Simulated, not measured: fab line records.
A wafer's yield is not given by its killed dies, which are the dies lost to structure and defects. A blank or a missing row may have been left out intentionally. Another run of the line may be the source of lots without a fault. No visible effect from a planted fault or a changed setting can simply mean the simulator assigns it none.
A lot that was struck, set against a sound lot | flow n5Finfet | 36 steps out of a route of 1938
Sound: these wafers, L626.1, L626.5, L626.6. Struck: wafers L610.3, L610.5, L610.6. The cause is named last.
Each step with rows lists, per side, the tool, then ch with its chambers, then its first start. Under that, the readings that differ: sound wafers | struck wafers | difference of the means | sigmas: that difference in standard deviations of wafers without a fault.
alike: readings with means less than 2 such deviations apart, plus words and numbers identical on both sides. not compared: withheld readings, readings lacking a value on some wafer, bounds such as >300 that could conceal the same value, and numbers that have no deviation in the record and whose values overlap.
The two part at a step that has a row with sigmas, a row that says differs or no value, or rows on one side only. Numbers that have no deviation but don't overlap get no sigmas and don't part them. A reading missing from all wafers of one side parts the sides only when that side holds two or more wafers.

first, 9 steps without rows for these wafers: N5_BEOL_M4_ANNEAL_95 (time 240 s); N5_BEOL_M4_SPUTTER_96 (material Cu, target thk 4.5 nm, time 8.29 s); N5_BEOL_M4_ECD_50 (material Cu, target thk 300 nm); N5_BEOL_M4_ANNEAL_51 (time 90 s); N5_BEOL_M4_CMP_52 (polishes, stops on SiOC, t overpolish 6.8 s, target thk 40 nm); N5_BEOL_M4_PRE_CLEAN_60 (time 15 s); N5_BEOL_M4_CO_CAP_55 (material Co, precursor CCTBA/H2, target thk 2 nm, time 102.1 s); N5_BEOL_M4_PRE_CLEAN_56 (time 15 s); N5_BEOL_M4_DEP_57 (deposits SiCN from 3MS/NH3, target thk 8 nm, time 14 s).
N5_BEOL_M4_RC_MEAS_101:
  sound on prober-01 ch 0, day 13 07:16; struck on prober-01 ch 0, day 9 16:58
  alike: DIBL_N, DIBL_P, IOFF_N, IOFF_P, ION_N, ION_P, SS_N, SS_P, VT_N, VT_P
then, 24 steps without rows for these wafers: N5_BEOL_M5_ILD_DEP_00 (deposits SiCOH lowk from DEMS/porogen, target thk 140.64 nm, time 25.9 s); N5_BEOL_M5_CURE_79 (cures SiCOH lowk, time 240 s); N5_BEOL_M5_PECVD_70 (deposits SiO2 from TEOS/O2, target thk 16 nm, time 18 s); N5_BEOL_M5_HM_DEP_02 (deposits TiN, target thk 20 nm); N5_BEOL_M5_COAT_59 (time 60 s, resist thk 60 nm); N5_BEOL_M5_COAT_60 (time 60 s, resist thk 12 nm); N5_BEOL_M5_COAT_71 (time 60 s, resist thk 5 nm); N5_BEOL_M5_COAT_05 (resist thk 30 nm); N5_BEOL_M5_EBR_07; N5_BEOL_M5_SOFTBAKE_06 (time 60 s); N5_BEOL_M5_EXPOSE_08 (exposes mask M5, target cd 28 nm); N5_BEOL_M5_PEB_09 (peb time 60 s); N5_BEOL_M5_DEVELOP_10 (develop time 30 s); N5_BEOL_M5_DESCUM_16 (chemistry O2, time 7 s); N5_BEOL_M5_ETCH_72 (etches underlayer in N2/H2, target depth 6.5 nm, time 5.2 s); N5_BEOL_M5_ETCH_61 (etches SiARC in CF4, target depth 15.6 nm, time 26 s); N5_BEOL_M5_ETCH_62 (etches SOC in N2/H2, target depth 75 nm, overetch 15 nm, time 112.5 s); N5_BEOL_M5_STRIP_63 (strips in N2/H2); N5_BEOL_M5_STRIP_73 (strips in N2/H2); N5_BEOL_M5_STRIP_64 (strips in CF4); N5_BEOL_M5_HM_OPEN_17 (chemistry Cl2/BCl3, target TiN, target depth 20 nm, overetch 6 nm); N5_BEOL_M5_STRIP_19 (strips in O2); N5_BEOL_M5_COAT_65 (time 60 s, resist thk 60 nm); N5_BEOL_M5_COAT_66 (time 60 s, resist thk 12 nm).
N5_BEOL_M8_DEP_56: deposits SiCN from 3MS/NH3, target thk 10 nm, time 17.5 s.
  sound on pecvd-02 ch 0,1, day 15 00:53; struck on pecvd-02 ch 1,2, day 11 09:49
  no value came back on the struck wafers for any of 5 readings (chamberPressureTorr (Torr), rfFwdPowerW (W) and others); on the sound wafers chamberPressureTorr (Torr) reads 3.010 3.008 3.004
-- a jump in the record: the struck wafers' starts before and after are 3 days apart (it breaks off in module BEOL_M8 and resumes in module PASSIVATION, where the first step shown is number 1936 of the route) --
N5_PASSIVATION_PROBE_49:
  sound on prober-01, day 17 20:13; struck on prober-02, day 14 01:11
reading                 | sound          | struck         | difference | sigmas
defectLimitedYield (%)  | 91.6 91.9 91.9 | 0 0 0          | -92        | -66
killed_at_M4_up         | 7 12 6         | 1100 1091 1093 | +1086      | +99 or more
killedDies              | 99 95 96       | 1180 1180 1180 | +1083      | +64
killedOnRim             | 15 11 13       | 152 152 152    | +139       | +37
sort_bin_5_function (%) | 4.7 4.3 5.3    | 97.1 96.2 96.6 | +91.9      | +99
sortNPass               | 1081 1085 1084 | 0 0 0          | -1083      | -68
sortYieldPct (%)        | 91.6 91.9 91.9 | 0 0 0          | -92        | -66
  alike: killed_at_M0_to_M3, killedAtContacts, killedAtFrontEnd, killedAtOther, killedOpen, killedShort, sort_bin_6_memory

## WHERE THEY PART
At N5_BEOL_M8_DEP_56 first; at N5_PASSIVATION_PROBE_49 last (within this record only).

WHY: the cause the simulator had injected
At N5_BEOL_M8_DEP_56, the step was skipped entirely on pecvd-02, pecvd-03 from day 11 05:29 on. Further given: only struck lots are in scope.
